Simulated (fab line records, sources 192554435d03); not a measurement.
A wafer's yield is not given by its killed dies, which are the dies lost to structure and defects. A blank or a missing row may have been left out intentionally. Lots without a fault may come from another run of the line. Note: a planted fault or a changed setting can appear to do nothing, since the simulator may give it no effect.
Chamber matching | flow n5Finfet | rieDiel-03 running N5_BEOL_M2_ETCH_64: 4 sister chambers
The step etches SOC in N2/H2, target depth 75 nm, overetch 22.5 nm, time 121.9 s. 18 wafers are shown with their chamber, then 9 later ones without.

## EACH WAFER AND ITS CHAMBER
wafer  | chamber | showerheadPlenumPTorr (Torr) | throttleValvePct (%) | rfVppV (V)
L075.1 | 2       | 2.53                         | 17.58                | 523.7
L075.3 | 0       | 2.42                         | 18.09                | 521.4
L075.4 | 3       | 2.58                         | 17.55                | 524.9
L076.1 | 3       | 2.58                         | 17.56                | 524.0
L076.4 | 1       | 2.49                         | 17.70                | 522.6
L076.6 | 1       | 2.49                         | 17.69                | 522.5
L078.1 | 2       | 2.53                         | 17.61                | 524.4
L078.3 | 1       | 2.49                         | 17.70                | 524.8
L078.4 | 0       | 2.42                         | 18.09                | 518.9
L079.2 | 1       | 2.49                         | 17.71                | 522.6
L079.3 | 0       | 2.42                         | 18.10                | 520.7
L079.6 | 1       | 2.49                         | 17.70                | 522.4
L082.1 | 0       | 2.41                         | 18.12                | 518.8
L082.5 | 2       | 2.52                         | 17.61                | 523.3
L082.6 | 0       | 2.41                         | 18.10                | 520.4
L085.1 | 1       | 2.49                         | 17.25                | 523.5
L085.3 | 0       | 2.41                         | 18.13                | 519.5
L085.5 | 3       | 2.57                         | 17.59                | 524.8

SIGNATURES (averages over the wafers above)
reading               | chamber 0 | chamber 1 | chamber 2 | chamber 3 | scatter within a chamber
showerheadPlenumPTorr | 2.4150    | 2.4900    | 2.5267    | 2.5767    | 0.0045
throttleValvePct      | 18.1050   | 17.6250   | 17.6000   | 17.5667   | 0.111
rfVppV                | 519.950   | 523.067   | 523.800   | 524.567   | 0.886
Rule: distance of a wafer from a chamber = root of the sum over the readings of ((wafer's reading minus chamber's mean) / reading's scatter) squared. The wafer belongs to the nearest chamber; if the next one is less than 2 further off, it can't be placed. The scatter: take each reading less its chamber's mean, square it, sum over the shown wafers, divide by the number of wafers less the number of chambers, and take the root.

## WAFERS MISSING THEIR CHAMBER
wafer  | showerheadPlenumPTorr (Torr) | throttleValvePct (%) | rfVppV (V)
L086.1 | 2.52                         | 17.62                | 523.0
L086.3 | 2.48                         | 17.26                | 523.0
L086.5 | 2.48                         | 17.25                | 521.8
L089.1 | 2.56                         | 17.62                | 523.6
L089.2 | 2.73                         | 17.64                | 528.4
L089.6 | 2.56                         | 17.61                | 524.1
L093.2 | 2.51                         | 17.68                | 523.7
L093.4 | 2.72                         | 17.68                | 528.9
L093.5 | 2.72                         | 17.66                | 528.7

## THE CHAMBER EACH PASSED THROUGH
wafer  | from the rows above     | in truth
L086.1 | 2                       | 2
L086.3 | 1                       | 1
L086.5 | 1                       | 1
L089.1 | 3                       | 3
L089.2 | 3                       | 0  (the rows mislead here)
L089.6 | 3                       | 3
L093.2 | can't be placed: 2 or 1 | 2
L093.4 | 3                       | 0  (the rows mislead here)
L093.5 | 3                       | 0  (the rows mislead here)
Correct placement for 5 of the 9. Can't be placed from these rows: 1 (the true chamber is among the candidates in 1). Number placed wrongly: 3.
